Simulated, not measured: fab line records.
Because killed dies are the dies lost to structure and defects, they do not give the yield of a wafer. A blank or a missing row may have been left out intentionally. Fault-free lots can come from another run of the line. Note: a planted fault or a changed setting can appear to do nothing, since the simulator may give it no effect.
The tool behind it: which one? | flow nand harc | Sampling: 12 lots, 35 wafers, 6 of 1302 route steps

== WHAT EACH GAUGE READ, for each wafer ==
NHARC_A_ONON_D1_THK_MEAS_11: measures by ellipsometry.
lot  | measured     | on            | thk nm (nm)
L480 | day 8 00:55  | film metro-02 | 1015 1017 1015
L481 | day 8 00:56  | film metro-02 | 1001 1002 1003
L482 | day 8 17:49  | film metro-01 | 980 980 980
L483 | day 9 03:02  | film metro-01 | 997 996 998
L484 | day 9 03:23  | film metro-01 | 987 989 990
L485 | day 9 18:04  | film metro-01 | 963 962 962
L486 | day 10 10:20 | film metro-01 | 991 990 991
L488 | day 11 12:09 | film metro-02 | 970 970 970
L497 | day 14 16:11 | film metro-01 | 1028 1603 1027 1601
L499 | day 15 14:00 | film metro-02 | 1010 1011 1009
L501 | day 16 06:06 | film metro-01 | 998 998 999
L502 | day 16 21:50 | film metro-01 | 995 995 994

NHARC_END_SORT_01.
lot  | measured     | on        | killed at array | killed at other | killed at periphery | killed dies | killed open | killed short
L497 | day 31 10:43 | prober-01 | 72 672          | 1 1             | 0 4                 | 73 677      | 2 1         | 0 0

== TOOL THAT RAN EACH LOT (tool first, then ch and the chambers of the sampled wafers, then the start) ==
lot  | NHARC_P_BONDPAD_DESCUM_11          | NHARC_P_BONDPAD_DEGAS_25     | NHARC_A_ZERO_WELL_RTA_16         | NHARC_A_ONON_D1_DEP_09
L480 | rie diel-04 ch 1,2,3, day 6 18:44  | pvd sputter-03, day 6 19:41  | rtp anneal-02 ch 0, day 6 23:46  | pecvd onon-04 ch 0, day 8 00:28
L481 | rie diel-04 ch 0,3, day 6 22:11    | pvd sputter-01, day 6 23:07  | rtp anneal-01 ch 0, day 7 03:22  | pecvd onon-02 ch 0, day 8 00:29
L482 | rie diel-04 ch 0,2,3, day 7 12:02  | pvd sputter-01, day 7 12:59  | rtp anneal-02 ch 0, day 7 17:04  | pecvd onon-03 ch 0, day 8 17:19
L483 | rie diel-04 ch 1,2,3, day 7 23:40  | pvd sputter-01, day 8 00:38  | rtp anneal-01 ch 0, day 8 04:48  | pecvd onon-04 ch 0, day 9 02:32
L484 | rie diel-05 ch 1,2,3, day 8 01:15  | pvd sputter-02, day 8 02:10  | rtp anneal-02 ch 0, day 8 06:17  | pecvd onon-03 ch 0, day 9 02:59
L485 | rie diel-05 ch 0,2,3, day 8 14:19  | pvd sputter-01, day 8 15:15  | rtp anneal-01 ch 0, day 8 19:27  | pecvd onon-04 ch 0, day 9 17:33
L486 | rie diel-04 ch 0,2,3, day 9 04:46  | pvd sputter-03, day 9 05:43  | rtp anneal-01 ch 0, day 9 09:52  | pecvd onon-03 ch 0, day 10 09:50
L488 | rie diel-04 ch 0,1,2, day 10 08:46 | pvd sputter-02, day 10 09:43 | rtp anneal-02 ch 0, day 10 13:52 | pecvd onon-03 ch 0, day 11 11:46
L497 | rie diel-05 ch 0,3, day 13 14:01   | pvd sputter-02, day 13 14:57 | rtp anneal-01 ch 0, day 13 19:14 | pecvd onon-03 ch 0, day 14 15:54
L499 | rie diel-05 ch 1,2, day 14 09:50   | pvd sputter-03, day 14 10:47 | rtp anneal-01 ch 0, day 14 15:01 | pecvd onon-04 ch 0, day 15 13:29
L501 | rie diel-04 ch 1,2,3, day 15 05:11 | pvd sputter-01, day 15 06:10 | rtp anneal-02 ch 0, day 15 10:40 | pecvd onon-04 ch 0, day 16 05:46
L502 | rie diel-05 ch 0,1,2, day 15 17:59 | pvd sputter-01, day 15 18:55 | rtp anneal-02 ch 0, day 15 23:10 | pecvd onon-02 ch 0, day 16 21:19
- NHARC_P_BONDPAD_DESCUM_11: chemistry O2, time 3 s.
- NHARC_P_BONDPAD_DEGAS_25: time 60 s.
- NHARC_A_ZERO_WELL_RTA_16: time 10 s.
- NHARC_A_ONON_D1_DEP_09: target thk 1000 nm.

== WHAT THE TOOLS THEMSELVES READ (means of the sampled wafers that have a number; where no wafer has one, the mark that the record gives instead) ==
NHARC_P_BONDPAD_DESCUM_11.
lot  | tool        | chamber pressure mTorr (mTorr) | drypump motor current A (A) | mfc ar sccm (sccm) | oes product au (a.u.) | rf vpp V (V) | showerhead plenum p Torr (Torr) | throttle valve pct (%)
L480 | rie diel-04 | 59.95                          | 6.1                         | 0.010              | 1.003                 | 58.4         | 1.95                            | 11.302
L481 | rie diel-04 | 60.08                          | 6.3                         | 0.000              | 1.000                 | 57.5         | 1.91                            | 11.308
L482 | rie diel-04 | 60.03                          | 6.1                         | 0.000              | 0.997                 | 58.7         | 1.98                            | 11.318
L483 | rie diel-04 | 60.00                          | 6.1                         | 0.010              | 1.010                 | 58.8         | 1.95                            | 11.313
L484 | rie diel-05 | 60.03                          | 6.0                         | 0.000              | 1.005                 | 58.4         | 1.92                            | 11.309
L485 | rie diel-05 | 59.99                          | 5.5                         | 0.000              | 0.991                 | 57.7         | 1.87                            | 11.315
L486 | rie diel-04 | 60.03                          | 6.1                         | 0.000              | 0.997                 | 58.3         | 1.98                            | 11.310
L488 | rie diel-04 | 59.97                          | 5.7                         | 0.010              | 1.004                 | 57.9         | 2.00                            | 11.308
L497 | rie diel-05 | 59.98                          | 5.2                         | 0.000              | 1.011                 | 57.3         | 1.91                            | 11.309
L499 | rie diel-05 | 60.00                          | 6.3                         | 0.000              | 0.997                 | 58.1         | 1.95                            | 11.314
L501 | rie diel-04 | 60.03                          | 6.1                         | 0.010              | 1.007                 | 58.1         | 1.95                            | 11.320
L502 | rie diel-05 | 60.05                          | 5.8                         | 0.000              | 0.999                 | 57.2         | 1.90                            | 11.310

NHARC_P_BONDPAD_DEGAS_25.
lot  | tool           | heater power w (W)
L480 | pvd sputter-03 | 476
L481 | pvd sputter-01 | 452
L482 | pvd sputter-01 | 445
L483 | pvd sputter-01 | 444
L484 | pvd sputter-02 | 494
L485 | pvd sputter-01 | 445
L486 | pvd sputter-03 | 459
L488 | pvd sputter-02 | 549
L497 | pvd sputter-02 | 513
L499 | pvd sputter-03 | 478
L501 | pvd sputter-01 | 447
L502 | pvd sputter-01 | 463

NHARC_A_ZERO_WELL_RTA_16.
lot  | tool          | lamp power pct (%) | lamp_zone_1_pct (%) | wafer_temp_C_max
L480 | rtp anneal-02 | 29.18              | 29.17               | 1004.3
L481 | rtp anneal-01 | 29.04              | 29.01               | 1005.2
L482 | rtp anneal-02 | 29.21              | 29.19               | 1003.2
L483 | rtp anneal-01 | 28.99              | 29.01               | 1004.3
L484 | rtp anneal-02 | 29.18              | 29.18               | 1003.5
L485 | rtp anneal-01 | 29.01              | 29.03               | 1004.7
L486 | rtp anneal-01 | 29.02              | 29.04               | 1005.2
L488 | rtp anneal-02 | 29.25              | 29.22               | 1002.9
L497 | rtp anneal-01 | 28.98              | 29.01               | 1003.5
L499 | rtp anneal-01 | 29.03              | 29.00               | 1004.4
L501 | rtp anneal-02 | 29.18              | 29.18               | 1004.2
L502 | rtp anneal-02 | 29.21              | 29.23               | 1003.4

NHARC_A_ONON_D1_DEP_09.
lot  | tool          | n2 flow sccm (sccm)
L480 | pecvd onon-04 | 2741
L481 | pecvd onon-02 | 2741
L482 | pecvd onon-03 | 2756
L483 | pecvd onon-04 | 2753
L484 | pecvd onon-03 | 2747
L485 | pecvd onon-04 | 2745
L486 | pecvd onon-03 | 2748
L488 | pecvd onon-03 | 2751
L497 | pecvd onon-03 | 2746
L499 | pecvd onon-04 | 2749
L501 | pecvd onon-04 | 2748
L502 | pecvd onon-02 | 2755

== THE ANSWER, worked out from the rows above alone ==
Rule: the lots themselves supply what counts as usual. The widest of any qualifying gaps counts: lots, ordered by their means at a reading, are off when they make up no more than a third of the lots, leave a main group of 4 or more, and stand apart from it by 3 or more times the standard deviation of that group's means. A main group whose means are all the same, to the digits that the tables above print for the reading, isn't used. A lot without any number at a reading at which 4 lots or more have one is off too. All remaining lots with rows at the step are treated as sound. After the gauges, taken in route order, come the tools' own readings; for these a lot's mean is taken, as printed above. The first step at which some lot is off is used, and at that step the reading that is off furthest; a lot without a number counts as furthest.
Off: L497 (NHARC_A_ONON_D1_THK_MEAS_11, thk nm). Mean 992 nm and standard deviation 15 in the main group.
A tool fits if, at a process step before that reading, it ran every lot that is off, and no sound lot after the first of them. Those tools and the gauges at NHARC_A_ONON_D1_THK_MEAS_11 are tried in the same way. This does not decide it: 2 tools fit, namely pvd sputter-02 at NHARC_P_BONDPAD_DEGAS_25 and pecvd onon-03 at NHARC_A_ONON_D1_DEP_09.

== WHAT THE SIMULATOR HAD PUT IN ==
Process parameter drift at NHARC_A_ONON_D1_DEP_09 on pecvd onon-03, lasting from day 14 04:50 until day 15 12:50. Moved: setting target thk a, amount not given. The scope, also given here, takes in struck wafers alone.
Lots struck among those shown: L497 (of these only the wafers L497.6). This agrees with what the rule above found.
